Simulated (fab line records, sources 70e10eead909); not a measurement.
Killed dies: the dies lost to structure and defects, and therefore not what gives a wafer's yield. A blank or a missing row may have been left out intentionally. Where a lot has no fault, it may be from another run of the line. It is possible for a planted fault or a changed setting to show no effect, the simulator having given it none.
Chamber matching | flow nand_harc | NHARC_A_CONTACT_DESCUM_74 on rie_diel-05: 3 sister chambers
The step chemistry O2, time 3 s. 16 wafers are shown with their chamber, then 8 later ones without.

EACH WAFER AND ITS CHAMBER
wafer  | chamber | drypump_motor_current_A (A) | showerhead_plenum_p_Torr (Torr) | throttle_valve_pct (%)
L304.1 | 0       | 6.4                         | 2.00                            | 11.298
L304.3 | 2       | 6.2                         | 1.97                            | 11.308
L304.4 | 1       | 5.3                         | 2.02                            | 11.318
L305.3 | 2       | 6.2                         | 1.97                            | 11.316
L305.5 | 1       | 5.3                         | 2.02                            | 11.332
L305.6 | 2       | 6.2                         | 1.97                            | 11.302
L307.1 | 0       | 6.3                         | 1.99                            | 11.305
L307.4 | 2       | 6.2                         | 1.97                            | 11.320
L307.5 | 1       | 5.3                         | 2.01                            | 11.317
L311.2 | 0       | 6.4                         | 1.99                            | 11.318
L311.3 | 2       | 6.2                         | 1.97                            | 11.316
L311.4 | 2       | 6.2                         | 1.97                            | 11.302
L313.2 | 1       | 5.3                         | 2.01                            | 11.318
L313.4 | 0       | 6.3                         | 1.99                            | 11.312
L313.5 | 0       | 6.3                         | 1.99                            | 11.320
L314.1 | 1       | 5.3                         | 2.01                            | 11.312

SIGNATURES (averages over the wafers above)
reading                  | chamber 0 | chamber 1 | chamber 2 | scatter within a chamber
drypump_motor_current_A  | 6.340     | 5.300     | 6.200     | 0.0304
showerhead_plenum_p_Torr | 1.9920    | 2.0140    | 1.9700    | 0.00392
throttle_valve_pct       | 11.31060  | 11.31940  | 11.31067  | 0.00813
Rule: for each reading, subtract the chamber's mean from the wafer's reading, divide by that reading's scatter and square the result; add these up over the readings and take the root, which gives the wafer's distance from the chamber. If the next closest chamber is less than 2 further off than the closest, the wafer can't be placed; otherwise it belongs to the closest. How the scatter is found: for the shown wafers, subtract from each reading the mean of its chamber, square and add these, divide the total by (wafers less chambers), then take the root.

WAFERS WHOSE CHAMBER IS MISSING
wafer  | drypump_motor_current_A (A) | showerhead_plenum_p_Torr (Torr) | throttle_valve_pct (%)
L314.3 | 6.2                         | 1.97                            | 11.317
L314.6 | 6.2                         | 1.97                            | 11.296
L319.3 | 6.2                         | 1.97                            | 11.311
L319.5 | 6.3                         | 1.99                            | 11.307
L319.6 | 5.3                         | 2.01                            | 11.308
L325.1 | 6.2                         | 1.97                            | 11.309
L325.3 | 5.3                         | 2.01                            | 11.299
L325.4 | 6.2                         | 1.97                            | 11.281

WHICH CHAMBER EACH ONE RAN IN
wafer  | from the rows above | in truth
L314.3 | 2                   | 2
L314.6 | 2                   | 2
L319.3 | 2                   | 2
L319.5 | 0                   | 0
L319.6 | 1                   | 1
L325.1 | 2                   | 2
L325.3 | 1                   | 1
L325.4 | 2                   | 2
8 of 8 placed correctly. Can't be placed from these rows: 0. Placed wrongly: 0.
